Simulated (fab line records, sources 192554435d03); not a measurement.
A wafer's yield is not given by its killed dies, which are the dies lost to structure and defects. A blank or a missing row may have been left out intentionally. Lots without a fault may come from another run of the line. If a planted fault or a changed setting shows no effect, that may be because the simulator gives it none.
fab line records    flow n5Finfet
[record] lots = 7  wafers = 21
route steps=1938 shown FIN_SAQP@103 DUMMY_GATE@223 SD_EPI_N@262 SD_EPI_P@312
startH: hours from the record's first day to the start of the lot's first wafer shown    waitH: hours since the lot's step before    " repeats the value in the row above    L1.1+2: several wafers, shown together as one row    - either no value or no given start    * or withheld: withheld    < > ~ a bound
route shown NAME@n: a module of which the file shows steps, and the number in the route of the first    usual: average and standard deviation across the fault-free wafers    same: alike in all rows    chamber/n: place in a boat    sites: readings site by site    _std_site: how widely they spread, as a standard deviation    _edge_site: outer sites' mean less inner sites'    radiusMm: for every site, how far away it sits from the centre of the wafer    mask NAME#n: copy n    behind: the last tool/chamber to shape the wafer    hold: cause of the lot's hold/its duration in hours/its outcome    device: names the non-switching transistor (n, p or np)    end of line: the same wafers' tests at the end of the route    for a step that has no rows: nothing shown but its recipe    killed: count of dies lost to structure and defects at first sort (not the wafer's yield)    map: a wafer's dies, x killed, . not, _ none there
set.NAME: the setting the step ran with; set.NAME@STEP: the setting that earlier step ran with    model.NAME: the simulator's own value behind a step, which no gauge read
lots with deliberately changed settings; one table per step, one row per wafer
[[steps]]
[step N5_FIN_SAQP_COAT_49]
[recipe] resist = SOC  tempC = 250  timeS = 60  spinRpm = 1500  resistThkNm = 100
lot.wafer   tool           chamber  startH  waitH  set.spinRpm  model.SOC_of_FIN_SAQP_COAT_49.thkNm
L079.3      lithoTrack-04  0        51.24   0.1    1500         99.39
L079.5      "              0        "       "      1500         100.2
L079.6      "              0        "       "      1500         99.43
L084.1      lithoTrack-03  0        81.63   0.1    1617         96.65
L084.2      "              0        "       "      1500         99.88
L084.6      "              0        "       "      1617         96.58
L085.2+5+6  lithoTrack-03  0        87.02   0.1    1500         100.1
L091.1      lithoTrack-03  0        123.70  0.1    1580         97.1
L091.4      "              0        "       "      1500         99.97
L091.5      "              0        "       "      1500         99.48
L092.3      lithoTrack-03  0        129.68  0.1    1500         99.53
L092.4      "              0        "       "      1500         99.9
L092.5      "              0        "       "      1500         99.91
L096.2      lithoTrack-01  0        153.02  0.1    1500         100.3
L096.3      "              0        "       "      1500         100.2
L096.4      "              0        "       "      1500         100.4
L097.1      lithoTrack-03  0        160.22  0.1    1500         100.1
L097.2      "              0        "       "      1500         100.3
L097.4      "              0        "       "      1500         100.2
[step N5_FIN_SAQP_COAT_50]
[recipe] resist = SiARC  tempC = 220  timeS = 60  spinRpm = 1500  resistThkNm = 35
[step N5_FIN_SAQP_COAT_10]
[recipe] resist = CAR-ArF  spinRpm = 1500  resistThkNm = 90
[step N5_FIN_SAQP_DESCUM_21]
[recipe] chemistry = O2  timeS = 7.9  sourcePowerW = 50  biasPowerW = 20  pressureMtorr = 20  rfFrequencyHz = 2.712e+07  tempC = 40  resist = CAR-ArF  o2FlowSccm = 225
[step N5_FIN_SAQP_ETCH_51]
[recipe] chemistry = CF4  target = SiARC  targetDepthA = 455  maskMaterial = CAR-ArF  timeS = 75.8  ionEnergyEv = 80  pressureMtorr = 40  sourceW = 545  biasW = 36  Ar_flow_sccm = 100  cf4FlowSccm = 100  ends = cleared
[step N5_FIN_SAQP_ETCH_52]
[recipe] chemistry = N2/H2  target = SOC  targetDepthA = 1000  overetchA = 200  maskMaterial = SiARC  tempC = 40  timeS = 150  ionEnergyEv = 200  pressureMtorr = 30  sourceW = 840  biasW = 150  n2FlowSccm = 200  h2FlowSccm = 200  ends = endPoint
lot.wafer   tool        chamber  startH  waitH  set.spinRpm@FIN_SAQP_COAT_49  model.etch.depthNm
L079.3      rieDiel-03  1        51.79   0.0    1500                          99.39
L079.5      "           1        "       "      1500                          100.2
L079.6      "           0        "       "      1500                          99.43
L084.1      rieDiel-03  1        82.25   0.0    1617                          96.65
L084.2      "           3        "       "      1500                          99.88
L084.6      "           0        "       "      1617                          96.58
L085.2+5+6  rieDiel-02  3,2,1    87.55   0.0    1500                          100.1
L091.1      rieDiel-06  2        124.26  0.0    1580                          97.1
L091.4      "           0        "       "      1500                          99.97
L091.5      "           1        "       "      1500                          99.48
L092.3      rieDiel-02  2        130.11  0.0    1500                          99.53
L092.4      "           0        "       "      1500                          99.9
L092.5      "           0        "       "      1500                          99.91
L096.2      rieDiel-03  3        153.95  0.0    1500                          100.3
L096.3      "           0        "       "      1500                          100.2
L096.4      "           1        "       "      1500                          100.4
L097.1      rieDiel-02  2        160.78  0.0    1500                          100.1
L097.2      "           0        "       "      1500                          100.3
L097.4      "           3        "       "      1500                          100.2
[step N5_FIN_SAQP_STRIP_53]
[recipe] chemistry = N2/H2  tempC = 40  n2FlowSccm = 200  h2FlowSccm = 200  rfFrequencyHz = 6e+07
[step N5_FIN_SAQP_HM_OPEN_73]
[recipe] chemistry = CHF3/O2  target = SiO2  stopOn = a-Si  targetDepthA = 120  overEtchFrac = 1.8  maskMaterial = SOC  timeS = 16.8  pressureMtorr = 30  sourceW = 650  biasW = 170  Ar_flow_sccm = 200  CHF3_flow_sccm = 50  O2_flow_sccm = 5  ionEnergyEv = 200  ends = endPoint
[step N5_FIN_SAQP_STRIP_74]
[recipe] chemistry = CHF3/O2  resist = SiARC  rfFrequencyHz = 6e+07
[step N5_FIN_SAQP_MANDREL_ETCH_22]
[recipe] targetDepthA = 600  chemistry = HBr/Cl2  target = a-Si  stopOn = SiNx  btTimeS = 10  overEtchFrac = 0.5  timeS = 30  pressureMtorr = 10  icpW = 800  biasW = 75  HBr_flow_sccm = 150  Cl2_flow_sccm = 80  ends = endPoint
lot.wafer  tool      chamber  startH  waitH  set.spinRpm@FIN_SAQP_COAT_49  model.SOC_of_FIN_SAQP_COAT_49.thkNm
L079.3     rieSi-06  2        51.99   0.0    1500                          75.65
L079.5     "         2        "       "      1500                          76.53
L079.6     "         3        "       "      1500                          75.23
L084.1     rieSi-02  3        82.44   0.0    1617                          71.92
L084.2     "         2        "       "      1500                          75.79
L084.6     "         3        "       "      1617                          71.93
L085.2     rieSi-06  3        87.74   0.0    1500                          76.22
L085.5     "         2        "       "      1500                          76.5
L085.6     "         3        "       "      1500                          76.28
L091.1     rieSi-06  2        124.45  0.0    1580                          73.6
L091.4     "         2        "       "      1500                          76.52
L091.5     "         0        "       "      1500                          75.69
L092.3     rieSi-02  2        130.30  0.0    1500                          75.55
L092.4     "         0        "       "      1500                          75.66
L092.5     "         1        "       "      1500                          75.47
L096.2     rieSi-02  0        154.15  0.0    1500                          75.93
L096.3     "         1        "       "      1500                          75.3
L096.4     "         2        "       "      1500                          76.02
L097.1     rieSi-02  1        160.97  0.0    1500                          75.32
L097.2     "         3        "       "      1500                          75.52
L097.4     "         0        "       "      1500                          75.75
[step N5_DUMMY_GATE_COAT_35]
[recipe] resist = SiARC  tempC = 220  timeS = 60  spinRpm = 1500  resistThkNm = 10
lot.wafer   tool           chamber  startH  waitH  set.spinRpm  model.SiARC_of_DUMMY_GATE_COAT_35.thkNm
L079.3+5+6  lithoTrack-05  0        -       -      1500         10
L084.1+6    lithoTrack-01  0        -       -      1500         10
L084.2      "              0        "       "      1590         9.8
L085.2+6    lithoTrack-05  0        -       -      1500         10
L085.5      "              0        "       "      1342         10.6
L091.1      lithoTrack-01  0        -       -      1500         10
L091.4+5    "              0        "       "      1635         9.6
L092.3+4+5  lithoTrack-05  0        -       -      1500         10
L096.2+3    lithoTrack-05  0        -       -      1500         10
L096.4      "              0        "       "      1334         10.6
L097.1+4    lithoTrack-04  0        -       -      1544         9.8
L097.2      "              0        "       "      1500         10
[step N5_DUMMY_GATE_COAT_28]
[recipe] resist = underlayer  tempC = 205  timeS = 60  spinRpm = 1500  resistThkNm = 10
[step N5_DUMMY_GATE_COAT_09]
[recipe] resist = CAR-EUV  spinRpm = 1500  resistThkNm = 30
[step N5_DUMMY_GATE_ETCH_29]
[recipe] chemistry = N2/H2  target = underlayer  targetDepthA = 130  ionEnergyEv = 200  pressureMtorr = 30  sourceW = 840  biasW = 150  n2FlowSccm = 200  h2FlowSccm = 200
[step N5_DUMMY_GATE_ETCH_36]
[recipe] chemistry = CF4  target = SiARC  targetDepthA = 130  pressureMtorr = 40  sourceW = 545  biasW = 36  Ar_flow_sccm = 100  cf4FlowSccm = 100  ionEnergyEv = 80
[step N5_DUMMY_GATE_ETCH_37]
[recipe] chemistry = N2/H2  target = SOC  targetDepthA = 600  overetchA = 300  tempC = 40  ionEnergyEv = 200  pressureMtorr = 30  sourceW = 840  biasW = 150  n2FlowSccm = 200  h2FlowSccm = 200
lot.wafer   tool        chamber  startH  waitH  set.spinRpm@DUMMY_GATE_COAT_35  model.SiARC_of_DUMMY_GATE_COAT_35.thkNm
L079.3+5    rieDiel-01  1        78.92   0.0    1500                            4.8
L079.6      "           2        "       "      1500                            5
L084.1      rieDiel-04  1        107.52  0.0    1500                            5.4
L084.2      "           0        "       "      1590                            4.6
L084.6      "           3        "       "      1500                            5.2
L085.2      rieDiel-04  3        114.10  0.0    1500                            5
L085.5      "           0        "       "      1342                            5.4
L085.6      "           1        "       "      1500                            5.2
L091.1      rieDiel-04  1        150.23  0.0    1500                            5.2
L091.4+5    "           0        "       "      1635                            4.4
L092.3+4+5  rieDiel-04  3,0,3    154.12  0.0    1500                            5
L096.2      rieDiel-04  0        179.11  0.0    1500                            4.8
L096.3      "           3        "       "      1500                            5
L096.4      "           1        "       "      1334                            5.8
L097.1+4    rieDiel-05  3,1      185.03  0.0    1544                            5
L097.2      "           0        "       "      1500                            4.8
[step N5_SD_EPI_N_COAT_32]
[recipe] resist = SOC  tempC = 250  timeS = 60  spinRpm = 1500  resistThkNm = 350
lot.wafer  tool           chamber  startH  waitH  set.spinRpm  model.SOC_of_SD_EPI_N_COAT_32.thkNm
L079.3     lithoTrack-02  0        80.72   0.0    1500         348.2
L079.5+6   "              0        "       "      1500         349
L084.1     lithoTrack-04  0        109.47  0.0    1500         349
L084.2     "              0        "       "      1500         349.2
L084.6     "              0        "       "      1500         350.2
L085.2     lithoTrack-03  0        117.18  0.0    1570         341.2
L085.5     "              0        "       "      1500         349.8
L085.6     "              0        "       "      1570         342.2
L091.1     lithoTrack-03  0        151.87  0.0    1500         350
L091.4     "              0        "       "      1500         351.2
L091.5     "              0        "       "      1444         357
L092.3     lithoTrack-02  0        156.38  0.0    1413         361.8
L092.4     "              0        "       "      1500         349.6
L092.5     "              0        "       "      1500         350.4
L096.2     lithoTrack-04  0        180.75  0.0    1373         365.4
L096.3     "              0        "       "      1373         365.6
L096.4     "              0        "       "      1500         350.2
L097.1     lithoTrack-04  0        187.73  0.0    1500         351
L097.2     "              0        "       "      1500         350.4
L097.4     "              0        "       "      1500         350.2
[step N5_SD_EPI_N_PEB_07]
[recipe] pebTempC = 110  pebTimeS = 60  resist = CAR-ArF-block
lot.wafer   tool           chamber  startH  waitH  set.pebTimeS
L079.3+5+6  lithoTrack-04  0        81.03   0.0    60
L084.1      lithoTrack-04  0        109.77  0.1    60
L084.2+6    "              0        "       "      68.22
L085.2      lithoTrack-03  0        117.52  0.0    60
L085.5+6    "              0        "       "      48.17
L091.1+5    lithoTrack-03  0        152.05  0.1    67.34
L091.4      "              0        "       "      60
L092.3      lithoTrack-02  0        156.69  0.0    71.1
L092.4+5    "              0        "       "      60
L096.2+4    lithoTrack-03  0        181.05  0.0    60
L096.3      "              0        "       "      52.2
L097.1+2+4  lithoTrack-04  0        188.06  0.1    60
[step N5_SD_EPI_N_DEVELOP_08]
[recipe] developTimeS = 30  developer = TMAH  resist = CAR-ArF-block  devTempC = 23  rinseLiquid = diw  dry = airSpin
[step N5_SD_EPI_N_CD_MEAS_09]
[recipe] targetCdNm = 120  landingEnergyEv = 500  detector = seInlens
[usual] cdNm = 119.7/0.73
lot.wafer  tool      chamber  startH  waitH  set.pebTimeS@SD_EPI_N_PEB_07  cdNm
L079.3     cdSem-03  0        81.09   -      60                            118.6
L079.5     "         0        "       "      60                            119.2
L079.6     "         0        "       "      60                            118.5
L084.1     cdSem-02  0        109.84  -      60                            120.4
L084.2     "         0        "       "      68.22                         124.1
L084.6     "         0        "       "      68.22                         125.0
L085.2     cdSem-03  0        117.59  -      60                            120.2
L085.5     "         0        "       "      48.17                         111.1
L085.6     "         0        "       "      48.17                         112.4
L091.1     cdSem-01  0        152.11  -      67.34                         123.0
L091.4     "         0        "       "      60                            120.4
L091.5     "         0        "       "      67.34                         123.0
L092.3     cdSem-02  0        156.75  -      71.1                          126.6
L092.4     "         0        "       "      60                            120.2
L092.5     "         0        "       "      60                            120.6
L096.2     cdSem-02  0        181.12  -      60                            119.3
L096.3     "         0        "       "      52.2                          114.0
L096.4     "         0        "       "      60                            119.0
L097.1     cdSem-01  0        188.13  -      60                            118.9
L097.2     "         0        "       "      60                            118.8
L097.4     "         0        "       "      60                            119.4
[step N5_SD_EPI_N_DESCUM_14]
[recipe] chemistry = O2  timeS = 7.9  sourcePowerW = 50  biasPowerW = 20  pressureMtorr = 20  rfFrequencyHz = 2.712e+07  tempC = 40  resist = CAR-ArF-block  o2FlowSccm = 225
lot.wafer  tool        chamber  startH  waitH  set.pebTimeS@SD_EPI_N_PEB_07  model.SD_EPI_N.cdNm
L079.3+6   rieDiel-02  3        81.56   0.4    60                            118.4
L079.5     "           2        "       "      60                            119.2
L084.1     rieDiel-03  2        109.93  0.0    60                            120.6
L084.2     "           0        "       "      68.22                         124
L084.6     "           3        "       "      68.22                         125.2
L085.2     rieDiel-02  2        117.77  0.1    60                            120.4
L085.5     "           0        "       "      48.17                         111
L085.6     "           3        "       "      48.17                         112.8
L091.1     rieDiel-03  0        152.69  0.5    67.34                         123.2
L091.4     "           1        "       "      60                            120.4
L091.5     "           0        "       "      67.34                         123
L092.3     rieDiel-03  1        156.84  0.0    71.1                          126.6
L092.4     "           3        "       "      60                            120
L092.5     "           3        "       "      60                            120.8
L096.2     rieDiel-06  3        181.21  0.0    60                            119
L096.3     "           2        "       "      52.2                          114
L096.4     "           1        "       "      60                            118.8
L097.1+2   rieDiel-02  2,0      188.22  0.0    60                            119.2
L097.4     "           3        "       "      60                            119.6
[step N5_SD_EPI_N_ETCH_34]
[recipe] chemistry = CF4  target = SiARC  targetDepthA = 455  maskMaterial = CAR-ArF-block  timeS = 75.8  ionEnergyEv = 80  pressureMtorr = 40  sourceW = 545  biasW = 36  Ar_flow_sccm = 100  cf4FlowSccm = 100  ends = cleared
[step N5_SD_EPI_N_ETCH_35]
[recipe] chemistry = N2/H2  target = SOC  overetchA = 1080  maskMaterial = SiARC  tempC = 40  ionEnergyEv = 100  sourceW = 3000  biasW = 133  pressureMtorr = 20  timeS = 486  n2FlowSccm = 200  h2FlowSccm = 200
lot.wafer  tool        chamber  startH  waitH  set.pebTimeS@SD_EPI_N_PEB_07  model.SD_EPI_N.cdNm
L079.3+6   rieDiel-02  3        81.65   0.0    60                            118
L079.5     "           2        "       "      60                            118.8
L084.1     rieDiel-03  2        110.02  0.0    60                            124.2
L084.2     "           0        "       "      68.22                         123
L084.6     "           3        "       "      68.22                         126.4
L085.2     rieDiel-02  2        117.86  0.0    60                            119.8
L085.5     "           0        "       "      48.17                         111.6
L085.6     "           3        "       "      48.17                         112.2
L091.1+5   rieDiel-03  0        152.78  0.0    67.34                         122.8
L091.4     "           1        "       "      60                            119
L092.3     rieDiel-03  1        156.93  0.0    71.1                          126.4
L092.4     "           3        "       "      60                            119.8
L092.5     "           3        "       "      60                            120.2
L096.2     rieDiel-06  3        181.30  0.0    60                            119.8
L096.3     "           2        "       "      52.2                          114.4
L096.4     "           1        "       "      60                            118.2
L097.1     rieDiel-02  2        188.31  0.0    60                            118.6
L097.2     "           0        "       "      60                            121
L097.4     "           3        "       "      60                            118.2
[step N5_SD_EPI_N_STRIP_36]
[recipe] chemistry = N2/H2  tempC = 40  n2FlowSccm = 200  h2FlowSccm = 200  rfFrequencyHz = 6e+07
[step N5_SD_EPI_N_ETCHBACK_44]
[recipe] chemistry = CH3F/O2  mode = anisotropicEtchback  target = SiNx  targetDepthA = 145  stopOn = SiO2  overEtchFrac = 0.3  ionEnergyEv = 120  pressureMtorr = 30  sourceW = 395  biasW = 73  Ar_flow_sccm = 150  CH3F_flow_sccm = 30  O2_flow_sccm = 20
[step N5_SD_EPI_N_ETCH_45]
[recipe] chemistry = CH3F/O2  target = SiOCN  targetDepthA = 60  maskMaterial = SOC  ionEnergyEv = 60  biasW = 29  pressureMtorr = 15  sourceW = 410  Ar_flow_sccm = 150  CH3F_flow_sccm = 30  O2_flow_sccm = 20
[step N5_SD_EPI_N_ETCH_16]
[recipe] chemistry = CHF3/O2  target = SiO2  targetDepthA = 50  maskMaterial = SOC  pressureMtorr = 30  sourceW = 650  biasW = 170  Ar_flow_sccm = 200  CHF3_flow_sccm = 50  O2_flow_sccm = 5  ionEnergyEv = 200
lot.wafer  tool        chamber  startH  waitH  set.pebTimeS@SD_EPI_N_PEB_07  model.SD_EPI_N.cdNm
L079.3+6   rieDiel-02  3        82.18   0.1    60                            117.8
L079.5     "           2        "       "      60                            118.8
L084.1     rieDiel-03  2        110.54  0.1    60                            124.2
L084.2     "           0        "       "      68.22                         123
L084.6     "           3        "       "      68.22                         126.4
L085.2     rieDiel-02  2        118.38  0.1    60                            119.6
L085.5     "           0        "       "      48.17                         111.6
L085.6     "           3        "       "      48.17                         112.2
L091.1     rieDiel-03  0        153.30  0.1    67.34                         123
L091.4     "           1        "       "      60                            119
L091.5     "           0        "       "      67.34                         122.8
L092.3     rieDiel-03  1        157.45  0.1    71.1                          126.6
L092.4     "           3        "       "      60                            119.8
L092.5     "           3        "       "      60                            120.2
L096.2     rieDiel-06  3        181.82  0.1    60                            120
L096.3     "           2        "       "      52.2                          114.4
L096.4     "           1        "       "      60                            118.4
L097.1     rieDiel-02  2        188.83  0.1    60                            118.6
L097.2     "           0        "       "      60                            121
L097.4     "           3        "       "      60                            118.2
[step N5_SD_EPI_P_ETCH_16]
[recipe] chemistry = CHF3/O2  target = SiO2  targetDepthA = 50  maskMaterial = SOC  pressureMtorr = 30  sourceW = 650  biasW = 170  Ar_flow_sccm = 200  CHF3_flow_sccm = 50  O2_flow_sccm = 5  ionEnergyEv = 200
lot.wafer  tool        chamber  startH  waitH  set.targetDepthA  model.etch.depthNm
L079.3     rieDiel-01  1        87.23   0.1    50                5.152
L079.5     "           1        "       "      50                5.196
L079.6     "           0        "       "      50                5.047
L084.1     rieDiel-04  1        115.18  0.1    50                4.937
L084.2     "           3        "       "      55.65             5.392
L084.6     "           1        "       "      55.65             5.414
L085.2     rieDiel-04  2        122.77  0.1    50                5.022
L085.5     "           1        "       "      50                4.978
L085.6     "           0        "       "      50                5.001
L091.1     rieDiel-01  3        158.26  0.1    50                5.24
L091.4     "           0        "       "      50                5.035
L091.5     "           0        "       "      50                5.015
L092.3     rieDiel-04  1        161.77  0.1    54.27             5.368
L092.4     "           0        "       "      54.27             5.45
L092.5     "           2        "       "      54.27             5.415
L096.2     rieDiel-01  0        187.19  0.1    55.74             5.636
L096.3     "           2        "       "      50                5.084
L096.4     "           3        "       "      50                5.278
L097.1     rieDiel-01  3        194.11  0.1    50                5.22
L097.2     "           0        "       "      50                4.912
L097.4     "           1        "       "      54.48             5.571
[[key]]
[split] step = N5_FIN_SAQP_COAT_49  setting = spinRpm  stated = 1500  by = wafer
[response] step = N5_FIN_SAQP_COAT_49  reading = model.SOC_of_FIN_SAQP_COAT_49.thkNm  change = -0.442  per = 1%  r = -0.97
[response] step = N5_FIN_SAQP_ETCH_52  reading = model.etch.depthNm  change = -0.442  per = 1%  r = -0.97
[response] step = N5_FIN_SAQP_MANDREL_ETCH_22  reading = model.SOC_of_FIN_SAQP_COAT_49.thkNm  change = -0.487  per = 1%  r = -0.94
[split] step = N5_DUMMY_GATE_COAT_35  setting = spinRpm  stated = 1500  by = wafer
[response] step = N5_DUMMY_GATE_COAT_35  reading = model.SiARC_of_DUMMY_GATE_COAT_35.thkNm  change = -0.0511  per = 1%  r = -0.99
[response] step = N5_DUMMY_GATE_ETCH_37  reading = model.SiARC_of_DUMMY_GATE_COAT_35.thkNm  change = -0.0667  per = 1%  r = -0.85
[split] step = N5_SD_EPI_N_COAT_32  setting = spinRpm  stated = 1500  by = wafer
[response] step = N5_SD_EPI_N_COAT_32  reading = model.SOC_of_SD_EPI_N_COAT_32.thkNm  change = -1.84  per = 1%  r = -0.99
[split] step = N5_SD_EPI_N_PEB_07  setting = pebTimeS  stated = 60  by = wafer
[response] step = N5_SD_EPI_N_CD_MEAS_09  reading = cdNm  change = +0.354  per = 1%  r = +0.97
[response] step = N5_SD_EPI_N_DESCUM_14  reading = model.SD_EPI_N.cdNm  change = +0.351  per = 1%  r = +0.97
[response] step = N5_SD_EPI_N_ETCH_35  reading = model.SD_EPI_N.cdNm  change = +0.313  per = 1%  r = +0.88
[response] step = N5_SD_EPI_N_ETCH_16  reading = model.SD_EPI_N.cdNm  change = +0.316  per = 1%  r = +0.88
[split] step = N5_SD_EPI_P_ETCH_16  setting = targetDepthA  stated = 50  by = wafer
[response] step = N5_SD_EPI_P_ETCH_16  reading = model.etch.depthNm  change = +0.0442  per = 1%  r = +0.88
